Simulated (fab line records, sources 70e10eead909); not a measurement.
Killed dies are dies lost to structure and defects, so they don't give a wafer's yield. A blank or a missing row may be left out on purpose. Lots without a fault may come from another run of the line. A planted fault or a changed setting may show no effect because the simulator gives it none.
Problem report in the 8D (eight disciplines) form, filled by code | flow nand_harc | the parts of the form that need people (team, actions taken, sign-off) are left out

1. THE PROBLEM
killed_at_periphery at NHARC_END_SORT_01 reads a mean of 613.9 on 9 wafers of 3 lots; wafers without a fault read 4.2 with a standard deviation of 2.7. That is +99 or more standard deviations from the usual mean.
First seen on wafer L695.2, day 28 15:17, on prober-01. The record holds 9 wafers of 3 lots with a number at this step. Rule for "out", or "out of limits": more than 4 standard deviations from the usual mean. The other wafers with a number count as sound.

2. WHAT IT IS AND WHAT IT IS NOT
question                    | is                               | is not
which readings at this step | killed_at_periphery, killed_dies | killed_at_array, killed_short
which lots                  | L693, L694, L695                 | -
which wafers of those lots  | all that have a number           | -
read on which gauges        | prober-01, prober-02             | -
when                        | from day 28 15:17                | up to then (0 sound wafers)

3. SUSPECTS, AND WHAT RULES EACH OUT
Counting: a tool at a process step up to the reading stays a suspect if it ran every lot that is out and no sound lot after the first of them.
- the gauge at NHARC_END_SORT_01: ruled out. The wafers that are out were read on 2 gauges (prober-01, prober-02).
- hdpcvd-01 at NHARC_P_STI_HDPCVD_20 (deposits SiO2): kept. It ran every lot that is out, first L693 (day 7 10:45), and no sound lot after that.
Left after counting: hdpcvd-01 at NHARC_P_STI_HDPCVD_20.

4. THE CAUSE (what the simulator had put in)
Skipped step whole: hdpcvd-01, from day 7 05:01 on, at NHARC_P_STI_HDPCVD_20. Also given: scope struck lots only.
Counting left only this tool.

5. THE CHAIN OF EFFECTS, in route order
Each row: a reading whose mean over the struck wafers that have a number lies more than 3 standard deviations from the usual. Only readings for which the record gives a usual standard deviation are gone through. hours: the time from each lot's start at the first step in this table that gives one to its start at this step, as a median over the lots. sigmas: the change in usual standard deviations.
hours | step              | reading             | usual | on struck wafers | change | sigmas
0     | NHARC_END_SORT_01 | killed_at_periphery | 4.2   | 613.9            | +609.7 | +99 or more
0     | NHARC_END_SORT_01 | killed_dies         | 58    | 677              | +619   | +34

6. WHAT WOULD HAVE CAUGHT IT SOONER
In this record the first reading out of limits at a measuring or inspecting step was taken at day 28 15:17, 514 hours after the fault began at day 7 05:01.
All the lots that are out (3) had begun NHARC_P_STI_HDPCVD_20 on hdpcvd-01 by day 28 15:17. A hold on the tool at that time would have spared none of them.
